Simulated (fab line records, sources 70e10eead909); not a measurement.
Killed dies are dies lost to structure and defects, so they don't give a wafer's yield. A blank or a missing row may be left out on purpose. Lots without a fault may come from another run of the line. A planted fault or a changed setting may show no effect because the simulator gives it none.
Chamber matching | flow nand_harc | NHARC_P_M1_ETCH_35 on rie_diel-02: 4 sister chambers
The step etches the open film in N2/H2, target depth 40 nm, overetch 12 nm, time 43.94 s. 4 wafers are shown with their chamber, then 8 later ones without.

WAFERS WITH THEIR CHAMBER
wafer  | chamber | drypump_motor_current_A (A)
L506.5 | 1       | 6.3
L519.1 | 0       | 5.7
L519.6 | 2       | 4.8
L523.4 | 3       | 5.0

WAFERS WITHOUT THEIR CHAMBER
wafer  | drypump_motor_current_A (A)
L523.5 | 5.7
L523.6 | 6.2
L525.1 | 4.8
L525.2 | 6.2
L525.6 | 5.7
L528.1 | 5.0
L528.4 | 6.2
L528.5 | 5.7

WHICH CHAMBER EACH WENT THROUGH
wafer  | from the rows above | in truth
L523.5 | 0                   | 0
L523.6 | 1                   | 1
L525.1 | 2                   | 2
L525.2 | 1                   | 1
L525.6 | 0                   | 0
L528.1 | 3                   | 3
L528.4 | 1                   | 1
L528.5 | 0                   | 0
Placed correctly: 8 of 8. Can't be placed from these rows: 0. Placed wrongly: 0.
How it was worked out, from the rows above alone: a wafer's distance from a chamber is the root of the sum, over the readings, of the square of ((its reading less the chamber's mean) divided by the reading's scatter). The wafer belongs to the nearest chamber; if the next one is less than 2 further off, it can't be placed. A chamber's mean is the mean of its shown wafers. The scatter: with one shown wafer a chamber, the root of the mean of the squares of how far each hidden wafer lies from its nearest shown one.
